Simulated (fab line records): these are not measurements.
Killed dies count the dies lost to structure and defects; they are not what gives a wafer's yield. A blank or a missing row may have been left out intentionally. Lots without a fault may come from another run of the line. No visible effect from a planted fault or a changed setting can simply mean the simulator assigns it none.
What tool caused it?	flow n5 finfet	12 lots (36 wafers sampled), 1 step of a 1938-step route

## WHAT THE GAUGES SHOWED, per wafer
N5_BEOL_M6_OVL_MEAS_12.
lot	measured	on	M6_OVL (nm)
L074	day 8 21:04	overlay-02	-0.8 -0.1 -0.4
L077	day 9 10:16	overlay-02	-0.3 -0.2 0.7
L079	day 9 16:19	overlay-01	-0.4 -0.8 -0.4
L081	day 10 10:55	overlay-02	0.0 0.7 -0.2
L083	day 10 21:23	overlay-01	0.5 -0.2 0.8
L085	day 11 10:40	overlay-01	-1.5 -1.4 -0.7
L088	day 11 21:23	overlay-01	-0.9 -0.2 -1.2
L087	day 12 04:12	overlay-02	0.3 -0.3 0.3
L091	day 12 12:36	overlay-01	-0.6 -0.8 -0.3
L092	day 13 22:48	overlay-01	0.6 0.7 0.8
L094	day 14 02:27	overlay-02	-1.3 0.0 -1.6
L096	day 14 23:37	overlay-01	-0.5 1.5 0.8

## WHICH TOOL RAN EACH LOT (tool, then ch and the chambers of the sampled wafers, then the start)
Before these readings, the record contains no process step.

## THE ANSWER, worked out from the rows above alone
Rule: what is usual is taken from the lots themselves. Put in order of their means at a reading, lots are off if they are a third of the lots or fewer, leave a main group of 4 or more, and stand apart from it by a gap of 3 or more times the standard deviation of the main group's means; of several such gaps the widest counts. If all means in a main group match to the digits the tables above print for the reading, that group is not used. A lot without any number at a reading at which 4 lots or more have one is off too. Any other lot the step has rows for is counted as sound.
No lot is off on any of the readings shown, so nothing can be concluded from this.

## WHAT THE SIMULATOR HAD INSERTED
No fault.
